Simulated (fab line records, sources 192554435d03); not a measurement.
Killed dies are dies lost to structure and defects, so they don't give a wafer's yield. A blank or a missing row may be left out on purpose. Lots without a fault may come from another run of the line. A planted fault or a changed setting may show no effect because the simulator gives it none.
Chamber matching | flow n5_finfet | N5_BEOL_M11_STRIP_19 on rie_diel-03: 4 sister chambers
The step strips in O2. 7 wafers are shown with their chamber, then 8 later ones without.

WAFERS WITH THEIR CHAMBER
wafer  | chamber | showerhead_plenum_p_Torr (Torr) | throttle_valve_pct (%)
L075.2 | 2       | 1.99                            | 16.40
L082.2 | 1       | 2.03                            | 16.42
L082.3 | 3       | 2.19                            | 16.68
L087.3 | 0       | 2.08                            | 16.66
L087.5 | 0       | 2.08                            | 16.66
L087.6 | 1       | 2.02                            | 16.45
L092.2 | 3       | 2.19                            | 16.71

WAFERS WITHOUT THEIR CHAMBER
wafer  | showerhead_plenum_p_Torr (Torr) | throttle_valve_pct (%)
L092.5 | 2.08                            | 16.67
L092.6 | 2.19                            | 16.72
L094.1 | 2.02                            | 16.47
L094.5 | 2.08                            | 16.68
L094.6 | 2.02                            | 16.46
L097.1 | 2.02                            | 16.49
L097.2 | 1.97                            | 16.48
L097.3 | 2.07                            | 16.71

WHICH CHAMBER EACH WENT THROUGH
wafer  | from the rows above | in truth
L092.5 | 0                   | 0
L092.6 | 3                   | 3
L094.1 | 1                   | 1
L094.5 | 0                   | 0
L094.6 | 1                   | 1
L097.1 | 1                   | 1
L097.2 | 2                   | 2
L097.3 | 0                   | 0
Placed correctly: 8 of 8. Can't be placed from these rows: 0. Placed wrongly: 0.
How it was worked out, from the rows above alone: a wafer's distance from a chamber is the root of the sum, over the readings, of the square of ((its reading less the chamber's mean) divided by the reading's scatter). The wafer belongs to the nearest chamber; if the next one is less than 2 further off, it can't be placed. A chamber's mean is the mean of its shown wafers. The scatter: the root of (the sum of the squares of (reading less its chamber's mean) over the shown wafers, divided by (wafers less chambers)).
